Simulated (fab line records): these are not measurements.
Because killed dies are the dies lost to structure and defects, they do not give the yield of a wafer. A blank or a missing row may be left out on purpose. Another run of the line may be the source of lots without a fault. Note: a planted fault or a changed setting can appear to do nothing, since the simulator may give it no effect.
fab line records | flow n5-finfet
[record] lots = 6 | wafers = 18 | last-day = 17
route steps=1938 shown BEOL_M1@771
lots untouched by any fault: they come from a run of this same line in which no faults occurred
start-h: the number of hours between the record's first day and the start of the first shown wafer of the lot | wait-h: how many hours have passed since the lot's step before this one | " as in the row above | L1.1+2: one row covering several wafers at once | - no value, or no start given | * or withheld: withheld | < > ~ a bound
route shown NAME@n: names a module that has steps shown in the file, with the first one's number in the route | usual: mean and standard deviation over wafers with no fault | same: alike in all rows | chamber/n: place in a boat | sites: readings site by site | _std_site: standard deviation of those values | _edge_site: outer sites' mean less inner sites' | radius-mm: how far each site lies from the wafer's centre | mask NAME#n: copy n | behind: the last tool/chamber to shape the wafer | hold: the reason the lot was held/the length of the hold in hours/how it ended | device: whichever transistor did not switch (one of n, p or np) | end of line: tests run on the same wafers once the route is complete | a step given without rows: its recipe and nothing more | killed: dies lost to structure and defects at the first sort, not the wafer's yield | map: a wafer's dies, x killed, . not, _ none there
set.NAME: the setting as run; set.NAME@STEP: as run at that earlier step | model.NAME: the simulator's own value behind a step, which no gauge read
lots at some steps of the route; a table a step, a row a wafer
services: the hour from which a tool's chamber was out of use, counted from the record's first day as start-h (under 0 if before that day), plus the number of hours and why
[[steps]]
[step N5_BEOL_M1_STRIP_65]
[recipe] chemistry = N2/H2 | temp-c = 40 | n2-flow-sccm = 200 | h2-flow-sccm = 200 | rf-frequency-hz = 6e+07
[step N5_BEOL_M1_STRIP_75]
[recipe] chemistry = N2/H2 | temp-c = 40 | n2-flow-sccm = 200 | h2-flow-sccm = 200 | rf-frequency-hz = 6e+07
[step N5_BEOL_M1_STRIP_66]
[recipe] chemistry = CF4 | resist = SiARC | power-w = 300 | bias-power-w = 75 | pressure-mtorr = 50 | cf4-flow-sccm = 150 | rf-frequency-hz = 6e+07
[usual] drypump-motor-current-A = 5.7/0.46 | oes-product-au = 0.78/0.097 | rf-fwd-power-W = 292.5/1 | rf-vpp-V = 271.6/1.4 | showerhead-plenum-p-Torr = 1.81/0.05 | throttle-valve-pct = 13.6/0.35
lot.wafer | tool        | chamber | start-h | wait-h | drypump-motor-current-A | oes-product-au | rf-fwd-power-W | rf-hours-counter-h | rf-vpp-V | showerhead-plenum-p-Torr | throttle-valve-pct
L238.1    | rie-diel-04 | 1       | 149.80  | 0.0    | 6.2                     | 0.68           | 292.1          | 224                | 269.4    | 1.72                     | 13.9
L238.3    | "           | 0       | "       | "      | 5.3                     | 0.97           | 292.1          | 2                  | 273.5    | 1.90                     | 13.0
L238.6    | "           | 0       | "       | "      | 5.3                     | 0.97           | 291.1          | -                  | 273.8    | 1.90                     | 13.0
L252.1    | rie-diel-02 | 3       | 215.25  | 0.0    | 5.4                     | 0.86           | 292.9          | 43                 | 272.4    | 1.90                     | 13.4
L252.4    | "           | 0       | "       | "      | 6.0                     | 0.73           | 293.9          | -                  | 270.5    | 1.79                     | 13.8
L252.5    | "           | 1       | "       | "      | 5.8                     | 0.72           | 291.7          | -                  | 272.9    | 1.85                     | 13.9
L251.2    | rie-diel-05 | 1       | 215.38  | 0.0    | 5.6                     | 0.69           | 294.6          | 220                | 270.9    | 1.77                     | 13.7
L251.4    | "           | 3       | "       | "      | 5.3                     | 0.67           | 292.8          | 248                | 269.7    | 1.78                     | 14.1
L251.6    | "           | 0       | "       | "      | 6.5                     | 0.71           | 292.1          | -                  | 272.9    | 1.83                     | 13.8
L256.2    | rie-diel-05 | 0       | 223.24  | 0.0    | 6.4                     | 0.71           | 292.2          | 203                | 272.6    | 1.82                     | 13.8
L256.3    | "           | 2       | "       | "      | 5.8                     | 0.90           | 293.5          | 30                 | 271.8    | 1.75                     | 13.2
L256.6    | "           | 2       | "       | "      | 5.8                     | 0.90           | 292.7          | -                  | 271.1    | 1.75                     | 13.2
L258.1    | rie-diel-04 | 1       | 247.46  | 0.0    | 6.2                     | 0.66           | 291.7          | 249                | 267.5    | 1.72                     | 14.0
L258.3    | "           | 0       | "       | "      | 5.3                     | 0.89           | 291.6          | 28                 | 274.6    | 1.89                     | 13.0
L258.4    | "           | 3       | "       | "      | 5.0                     | 0.86           | 293.1          | 47                 | 271.3    | 1.79                     | 13.0
L261.3    | rie-diel-05 | 1       | 263.74  | 0.0    | 5.5                     | 0.68           | 292.2          | 237                | 270.7    | 1.76                     | 13.8
L261.4    | "           | 3       | "       | "      | 5.2                     | 0.94           | 290.4          | 4                  | 271.3    | 1.78                     | 13.5
L261.6    | "           | 0       | "       | "      | 6.5                     | 0.70           | 293.8          | -                  | 272.8    | 1.82                     | 13.9
[step N5_BEOL_M1_HM_OPEN_17]
[recipe] chemistry = Cl2/BCl3 | target-depth-a = 200 | overetch-a = 60 | target = TiN | mask-material = SOC | ion-energy-ev = 150 | pressure-mtorr = 10 | icp-w = 1000 | bias-w = 126 | Cl2_flow_sccm = 53.25 | bcl3-flow-sccm = 21.75 | Ar_flow_sccm = 25
[usual] drypump-motor-current-A = 5.67/0.29 | oes-product-au = 0.70/0.079 | rf-fwd-power-W = 992/4.3 | throttle-valve-pct = 21.97/0.16
lot.wafer | tool         | chamber | start-h | wait-h | drypump-motor-current-A | oes-product-au | rf-fwd-power-W | rf-hours-counter-h | throttle-valve-pct
L238.1    | rie-metal-02 | 0       | 149.84  | 0.0    | 6.12                    | 0.76           | 991            | 11                 | 21.98
L238.3    | "            | 0       | "       | "      | 6.11                    | 0.75           | 991            | -                  | 21.98
L238.6    | "            | 0       | "       | "      | 6.10                    | 0.75           | 989            | -                  | 21.99
L252.1    | rie-metal-02 | 1       | 215.29  | 0.0    | 5.50                    | 0.71           | 985            | 29                 | 21.85
L252.4    | "            | 0       | "       | "      | 6.10                    | 0.73           | 997            | -                  | 22.02
L252.5    | "            | 0       | "       | "      | 6.13                    | 0.72           | 997            | -                  | 22.03
L251.2    | rie-metal-02 | 1       | 215.43  | 0.0    | 5.50                    | 0.71           | 992            | 29                 | 21.84
L251.4    | "            | 0       | "       | "      | 6.09                    | 0.74           | 998            | -                  | 21.99
L251.6    | "            | 1       | "       | "      | 5.51                    | 0.71           | 988            | -                  | 21.83
L256.2    | rie-metal-03 | 1       | 223.28  | 0.0    | 5.66                    | 0.65           | 991            | 43                 | 22.03
L256.3    | "            | 1       | "       | "      | 5.65                    | 0.64           | 994            | -                  | 22.03
L256.6    | "            | 1       | "       | "      | 5.66                    | 0.65           | 999            | -                  | 22.01
L258.1    | rie-metal-01 | 0       | 247.50  | 0.0    | 5.05                    | 0.48           | 986            | 161                | 22.46
L258.3    | "            | 0       | "       | "      | 5.04                    | 0.49           | 989            | -                  | 22.46
L258.4    | "            | 0       | "       | "      | 5.05                    | 0.49           | 987            | -                  | 22.47
L261.3    | rie-metal-02 | 1       | 263.81  | 0.1    | 5.51                    | 0.69           | 986            | -                  | 21.86
L261.4    | "            | 0       | "       | "      | 6.13                    | 0.71           | 995            | -                  | 22.03
L261.6    | "            | 1       | "       | "      | 5.50                    | 0.69           | 987            | -                  | 21.85
[step N5_BEOL_M1_STRIP_19]
[recipe] chemistry = O2 | power-w = 400 | temp-c = 40 | pressure-mtorr = 30 | rf-frequency-hz = 6e+07 | bias-power-w = 0 | overash-fraction = 0.2 | o2-flow-sccm = 225
[usual] drypump-motor-current-A = 5.6/0.44 | oes-product-au = 0.79/0.1 | rf-vpp-V = 3.7/0.54 | showerhead-plenum-p-Torr = 2.12/0.077 | throttle-valve-pct = 16.6/0.36
lot.wafer | tool        | chamber | start-h | wait-h | drypump-motor-current-A | oes-product-au | rf-hours-counter-h | rf-vpp-V | showerhead-plenum-p-Torr | throttle-valve-pct
L238.1    | rie-diel-05 | 3       | 149.95  | 0.1    | 5.3                     | 0.70           | 228                | 3.2      | 2.09                     | 17.1
L238.3    | "           | 2       | "       | "      | 5.7                     | 0.95           | 9                  | 3.1      | 2.04                     | 16.2
L238.6    | "           | 2       | "       | "      | 5.7                     | 0.95           | -                  | 3.9      | 2.04                     | 16.2
L252.1    | rie-diel-05 | 2       | 215.41  | 0.1    | 5.7                     | 0.89           | 28                 | 3.2      | 2.03                     | 16.3
L252.4    | "           | 1       | "       | "      | 5.5                     | 0.69           | 220                | 3.5      | 2.05                     | 16.7
L252.5    | "           | 2       | "       | "      | 5.8                     | 0.90           | -                  | 4.1      | 2.03                     | 16.2
L251.2    | rie-diel-05 | 0       | 215.54  | 0.1    | 6.4                     | 0.69           | 201                | 3.2      | 2.16                     | 17.0
L251.4    | "           | 3       | "       | "      | 5.3                     | 0.68           | 248                | 4.2      | 2.08                     | 17.2
L251.6    | "           | 0       | "       | "      | 6.4                     | 0.69           | -                  | 4.5      | 2.16                     | 17.0
L256.2    | rie-diel-02 | 3       | 223.39  | 0.1    | 5.4                     | 0.87           | 47                 | 3.4      | 2.23                     | 16.5
L256.3    | "           | 1       | "       | "      | 5.8                     | 0.71           | 193                | 4.1      | 2.16                     | 16.9
L256.6    | "           | 1       | "       | "      | 5.9                     | 0.70           | -                  | 4.0      | 2.16                     | 16.9
L258.1    | rie-diel-02 | 0       | 247.71  | 0.2    | 6.1                     | 0.72           | 208                | 3.2      | 2.08                     | 16.9
L258.3    | "           | 3       | "       | "      | 5.4                     | 0.85           | 53                 | 4.1      | 2.23                     | 16.5
L258.4    | "           | 1       | "       | "      | 5.9                     | 0.69           | 200                | 3.6      | 2.16                     | 16.9
L261.3    | rie-diel-04 | 0       | 263.96  | 0.1    | 5.3                     | 0.88           | 34                 | 3.9      | 2.25                     | 16.4
L261.4    | "           | 3       | "       | "      | 5.0                     | 0.86           | -                  | 2.6      | 2.09                     | 16.0
L261.6    | "           | 2       | "       | "      | 4.9                     | 0.78           | -                  | 4.3      | 2.14                     | 16.8
[step N5_BEOL_M1_CD_MEAS_18]
[recipe] pitch-nm = 36 | target-cd-nm = 18
[usual] cd-nm = 17.9/0.34
lot.wafer | tool      | chamber | start-h | wait-h | cd-nm
L238.1    | cd-sem-03 | -       | 150.02  | 0.0    | 18.3
L238.3    | "         | -       | "       | "      | 18.2
L238.6    | "         | -       | "       | "      | 18.1
L252.1    | cd-sem-02 | -       | 215.48  | 0.0    | 17.9
L252.4    | "         | -       | "       | "      | 18.1
L252.5    | "         | -       | "       | "      | 17.6
L251.2    | cd-sem-01 | -       | 215.61  | 0.1    | 17.8
L251.4    | "         | -       | "       | "      | 17.5
L251.6    | "         | -       | "       | "      | 17.4
L256.2    | cd-sem-01 | -       | 223.46  | 0.1    | 17.6
L256.3    | "         | -       | "       | "      | 17.8
L256.6    | "         | -       | "       | "      | 17.7
L258.1    | cd-sem-01 | -       | 247.77  | 0.0    | 18.1
L258.3    | "         | -       | "       | "      | 17.6
L258.4    | "         | -       | "       | "      | 18.2
L261.3    | cd-sem-02 | -       | 264.04  | 0.1    | 17.5
L261.4    | "         | -       | "       | "      | 17.7
L261.6    | "         | -       | "       | "      | 18.1
[step N5_BEOL_M1_COAT_67]
[recipe] resist = SOC | temp-c = 250 | time-s = 60 | spin-rpm = 1500 | resist-thk-nm = 60
[step N5_BEOL_M1_COAT_68]
[recipe] resist = SiARC | temp-c = 220 | time-s = 60 | spin-rpm = 1500 | resist-thk-nm = 12
[step N5_BEOL_M1_COAT_76]
[recipe] resist = underlayer | temp-c = 205 | time-s = 60 | spin-rpm = 1500 | resist-thk-nm = 5
[step N5_BEOL_M1_COAT_22]
[recipe] resist = CAR-EUV | spin-rpm = 1500 | resist-thk-nm = 30
[step N5_BEOL_M1_EBR_24]
[recipe] solvent = PGMEA | ebr-width-mm = 1.5
[step N5_BEOL_M1_SOFTBAKE_23]
[recipe] temp-c = 110 | time-s = 60 | resist = CAR-EUV
[step N5_BEOL_M1_EXPOSE_25]
[recipe] mask-id = V0 | na = 0.33 | source-shape = quasar | sigma-inner = 0.2 | sigma-outer = 0.8 | polarization = unpolarized | defocus-nm = 5 | target-cd-nm = 24 | dose-mj = 63
[usual] dipole-opening-deg = 30/0 | exposure-dose-mJ-cm2 = 62.99/0.057
lot.wafer | tool           | chamber | start-h | wait-h | mask | dipole-opening-deg | exposure-dose-mJ-cm2
L238.1    | euv-scanner-02 | 0       | 150.19  | -      | V0#0 | 30                 | 62.94
L238.3    | "              | 0       | "       | "      | V0#0 | 30                 | 63.05
L238.6    | "              | 0       | "       | "      | V0#0 | 30                 | 62.98
L252.1    | euv-scanner-02 | -       | 215.66  | -      | V0#0 | -                  | -
L252.4    | "              | -       | "       | "      | V0#0 | -                  | -
L252.5    | "              | -       | "       | "      | V0#0 | -                  | -
L251.2    | euv-scanner-01 | -       | 215.91  | -      | V0#0 | -                  | -
L251.4    | "              | -       | "       | "      | V0#0 | -                  | -
L251.6    | "              | -       | "       | "      | V0#0 | -                  | -
L256.2    | euv-scanner-02 | 0       | 223.77  | -      | V0#0 | 30                 | 63.03
L256.3    | "              | 0       | "       | "      | V0#0 | 30                 | 63.03
L256.6    | "              | 0       | "       | "      | V0#0 | 30                 | 62.98
L258.1    | euv-scanner-02 | 0       | 247.95  | -      | V0#0 | 30                 | 62.99
L258.3    | "              | 0       | "       | "      | V0#0 | 30                 | 63.02
L258.4    | "              | 0       | "       | "      | V0#0 | 30                 | 63.03
L261.3    | euv-scanner-01 | 0       | 264.23  | -      | V0#0 | 30                 | 63.06
L261.4    | "              | 0       | "       | "      | V0#0 | 30                 | 63.03
L261.6    | "              | 0       | "       | "      | V0#0 | 30                 | 63.10
[step N5_BEOL_M1_PEB_26]
[recipe] peb-temp-c = 100 | peb-time-s = 60 | resist = CAR-EUV
[[services]]
tool           | chamber | start-h | hours | kind
euv-scanner-01 | -       | 129.76  | 1.0   | pm
euv-scanner-02 | -       | 131.52  | 1.0   | pm
rie-diel-02    | 0       | 137.14  | 1.7   | repair
rie-diel-05    | 0       | 139.20  | 12.1  | repair
euv-scanner-02 | -       | 143.75  | 4.6   | pm
rie-metal-01   | 1       | 144.96  | 112.8 | repair
rie-metal-03   | 1       | 165.66  | 1.4   | repair
rie-diel-02    | 2       | 167.26  | 2.7   | repair
rie-diel-04    | 3       | 171.42  | 1.6   | repair
euv-scanner-01 | -       | 185.91  | 1.0   | pm
euv-scanner-02 | -       | 187.67  | 1.0   | pm
rie-metal-01   | -       | 188.23  | 0.6   | repair
rie-diel-04    | 1       | 190.80  | 1.3   | repair
euv-scanner-01 | -       | 198.37  | 0.8   | repair
euv-scanner-02 | -       | 207.19  | 5.8   | pm
rie-diel-05    | 3       | 222.62  | -     | clean
rie-diel-05    | 3       | 222.62  | -     | consumable-replace:focus-ring
rie-diel-05    | -       | 229.87  | 0.2   | repair
euv-scanner-01 | -       | 242.06  | 1.0   | pm
euv-scanner-02 | -       | 243.82  | 1.0   | pm
euv-scanner-01 | -       | 252.43  | 4.6   | pm
rie-metal-03   | -       | 254.30  | 4.3   | pm
euv-scanner-01 | -       | 258.80  | 0.1   | repair
rie-metal-01   | -       | 261.70  | 2.3   | repair
[[key]]
[first-sign] step = N5_BEOL_M1_EXPOSE_25 | reading = tool-record | direction = missing
effect none on later readings
met-at N5_BEOL_M1_EXPOSE_25
struck-wafers L251.2,L251.4,L251.6,L252.1,L252.4,L252.5
later-rows-left-out L251.2,L251.4,L251.6,L252.1,L252.4,L252.5
sort-left-out L251.2,L251.4,L251.6,L252.1,L252.4,L252.5
onset-between 150.19 215.66
[fault] kind = skipped-step-whole | tool = euv-scanner-01,euv-scanner-02 | chamber = - | onset-h = 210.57 | steps = N5_BEOL_M1_EXPOSE_25 | scope = struck-lots-only
// sort-left-out: the simulated sort isn't trusted on such a fault, so these wafers' sort isn't shown, and their yield isn't known
// later-rows-left-out: the simulator's readings of these wafers behind a module that went badly wrong aren't trusted and aren't shown, but for the sort
